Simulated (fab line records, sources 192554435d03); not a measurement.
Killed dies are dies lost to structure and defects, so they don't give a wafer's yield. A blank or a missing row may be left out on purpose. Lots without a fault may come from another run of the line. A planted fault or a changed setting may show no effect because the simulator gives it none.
Chamber matching | flow n5_finfet | N5_BEOL_M6_ILD_DEP_00 on pecvd-01: 3 sister chambers
The step deposits SiCOH lowk from DEMS/porogen, target thk 179.75 nm, time 33.4 s. 24 wafers are shown with their chamber, then 12 later ones without.

WAFERS WITH THEIR CHAMBER
wafer  | chamber | throttle_valve_pct (%) | heater_power_w (W) | showerhead_plenum_p_Torr (Torr)
L074.1 | 0       | 14.2                   | 289                | 5.737
L074.4 | 0       | 14.3                   | 288                | 5.720
L074.6 | 1       | 16.1                   | 344                | 5.744
L076.1 | 0       | 13.9                   | 270                | 5.724
L076.2 | 1       | 15.7                   | 341                | 5.726
L076.3 | 2       | 12.8                   | 315                | 5.751
L076.4 | 2       | 13.0                   | 315                | 5.736
L076.5 | 0       | 13.9                   | 268                | 5.742
L076.6 | 1       | 15.7                   | 334                | 5.725
L079.4 | 0       | 14.1                   | 296                | 5.741
L079.5 | 1       | 16.1                   | 308                | 5.739
L079.6 | 2       | 13.2                   | 288                | 5.757
L078.1 | 2       | 13.2                   | 284                | 5.744
L078.4 | 2       | 13.0                   | 293                | 5.758
L078.6 | 1       | 16.0                   | 327                | 5.749
L081.1 | 0       | 13.8                   | 289                | 5.735
L081.4 | 2       | 13.4                   | 285                | 5.743
L081.5 | 1       | 15.8                   | 330                | 5.724
L083.1 | 0       | 14.4                   | 261                | 5.724
L083.4 | 2       | 13.1                   | 285                | 5.756
L083.6 | 0       | 14.1                   | 276                | 5.727
L085.3 | 1       | 16.2                   | 320                | 5.722
L085.4 | 0       | 14.1                   | 294                | 5.756
L085.5 | 1       | 15.9                   | 323                | 5.725

SIGNATURES (means of the wafers above)
reading                  | chamber 0 | chamber 1 | chamber 2 | scatter within a chamber
throttle_valve_pct       | 14.089    | 15.938    | 13.100    | 0.194
heater_power_w           | 281.22    | 328.38    | 295.00    | 12.7
showerhead_plenum_p_Torr | 5.73400   | 5.73175   | 5.74929   | 0.0104
Rule: a wafer's distance from a chamber is the root of the sum, over the readings, of the square of ((its reading less the chamber's mean) divided by the reading's scatter). The wafer belongs to the nearest chamber; if the next one is less than 2 further off, it can't be placed. The scatter: the root of (the sum of the squares of (reading less its chamber's mean) over the shown wafers, divided by (wafers less chambers)).

WAFERS WITHOUT THEIR CHAMBER
wafer  | throttle_valve_pct (%) | heater_power_w (W) | showerhead_plenum_p_Torr (Torr)
L086.1 | 13.3                   | 316                | 5.732
L086.4 | 13.2                   | 320                | 5.740
L086.5 | 16.0                   | 265                | 5.737
L088.1 | 13.9                   | 288                | 5.724
L088.4 | 16.0                   | 337                | 5.732
L088.6 | 13.3                   | 304                | 5.750
L091.2 | 15.9                   | 311                | 5.739
L091.3 | 13.1                   | 302                | 5.761
L091.4 | 15.8                   | 314                | 5.720
L094.2 | 15.7                   | 340                | 5.739
L094.4 | 13.1                   | 299                | 5.733
L094.5 | 14.2                   | 274                | 5.726

WHICH CHAMBER EACH WENT THROUGH
wafer  | from the rows above | in truth
L086.1 | 2                   | 2
L086.4 | 2                   | 2
L086.5 | 1                   | 1
L088.1 | 0                   | 0
L088.4 | 1                   | 1
L088.6 | 2                   | 2
L091.2 | 1                   | 1
L091.3 | 2                   | 2
L091.4 | 1                   | 1
L094.2 | 1                   | 1
L094.4 | 2                   | 2
L094.5 | 0                   | 0
Placed correctly: 12 of 12. Can't be placed from these rows: 0. Placed wrongly: 0.
